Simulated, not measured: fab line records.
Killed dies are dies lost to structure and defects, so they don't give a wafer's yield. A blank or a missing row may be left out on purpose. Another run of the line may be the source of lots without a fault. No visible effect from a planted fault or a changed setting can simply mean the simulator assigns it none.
Code-filled problem report in 8D (eight disciplines) form    flow n5Finfet    the parts of the form that need people (team, actions taken, sign-off) are left out

1. WHAT IS WRONG
At N5_BEOL_M8_INSPECT_30, rawDefectCount averages 1250 over 2 wafers from 2 lots, while fault-free wafers read 444, standard deviation 96. Relative to the usual mean, that is a shift of +8.4 standard deviations.
The step: inspects for defects (brightfield).
Seen first at day 13 08:22 on defectInspect-01, wafer L356.4. The record has a number at this step for 30 wafers belonging to 10 lots. Rule for "out" (also "out of limits"): further than 4 standard deviations from the usual mean. The other wafers with a number count as sound.

2. WHAT IT IS, AND WHAT IT ISN'T
question                     is                                  is not
which readings at this step  rawDefectCount                      -
which lots                   L355, L356                          L341, L342, L344, L346, L347, L349, L351, L362
which wafers of those lots   L355.4, L356.4                      L355.1, L355.5, L356.3, L356.5
read on which gauges         defectInspect-01, defectInspect-02  -
when                         from day 13 08:22                   up to then (23 sound wafers); but 5 sound wafers of L355, L362 came after

3. SUSPECTS, AND WHAT RULES EACH OUT
Counting: any tool at a process step up to the reading remains a suspect provided it ran every lot that is out. Sound lots after the first of them don't rule it out here, since some wafers of a struck lot are sound.
- the gauge at N5_BEOL_M8_INSPECT_30 has been ruled out. 2 gauges (defectInspect-01, defectInspect-02) read the wafers that are out.
- rieDiel-05 at N5_BEOL_M8_STRIP_19 (strips in O2): kept. Ran every lot that is out, first one L356 (day 13 07:14); last sound lot up to then L351 (day 12 07:13).
- At N5_BEOL_M8_STRIP_19, inside rieDiel-05: chamber 3 took the wafers that are out, while their sound lot-mates went through chambers 1, 2.
Remaining after the count: rieDiel-05 at N5_BEOL_M8_STRIP_19.

4. THE CAUSE (what the simulator had put in)
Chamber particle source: rieDiel-05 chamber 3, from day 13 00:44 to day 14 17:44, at N5_BEOL_M8_STRIP_19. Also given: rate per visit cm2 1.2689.
This tool alone remained once counting was done.

5. THE EFFECT CHAIN, in route order
One row per reading whose mean, taken over the struck wafers that have a number, lies over 3 standard deviations from the usual. Only readings for which the record gives a usual standard deviation are gone through. hours: the time from each lot's start at the first step in this table that gives one to its start at this step, as a median over the lots. sigmas: the change in usual standard deviations.
hours  step                     reading              usual   on struck wafers  change  sigmas
0      N5_BEOL_M8_INSPECT_30    rawDefectCount       444     1250              +806    +8.4
79     N5_PASSIVATION_PROBE_49  defectLimitedYield   91.3 %  84.9              -6.4    -4.3
79     N5_PASSIVATION_PROBE_49  killed_at_M4_up      12      92                +80     +18
79     N5_PASSIVATION_PROBE_49  killedDies           103     178               +76     +4.4
79     N5_PASSIVATION_PROBE_49  killedOnRim          14      29                +15     +3.7
79     N5_PASSIVATION_PROBE_49  sort_bin_5_function  5.1 %   9.5               +4.4    +4.7
79     N5_PASSIVATION_PROBE_49  sortNPass            1077    1002              -76     -4.4
79     N5_PASSIVATION_PROBE_49  sortYieldPct         91.3 %  84.9              -6.4    -4.3
Here are the process steps it includes:
- N5_PASSIVATION_PROBE_49

6. HOW IT WOULD HAVE BEEN CAUGHT EARLIER
8 hours passed between the start of the fault at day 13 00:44 and the first reading out of limits at a measuring or inspecting step in this record, taken at day 13 08:22.
Tool readings at N5_BEOL_M8_STRIP_19 with a usual standard deviation given in the record: none out on any struck wafer, hence no alarm at a limit of 4 standard deviations on them.
By day 13 08:22, every lot that is out (2) had started N5_BEOL_M8_STRIP_19 on rieDiel-05. Had the tool been put on hold then, not one of them would have been saved.
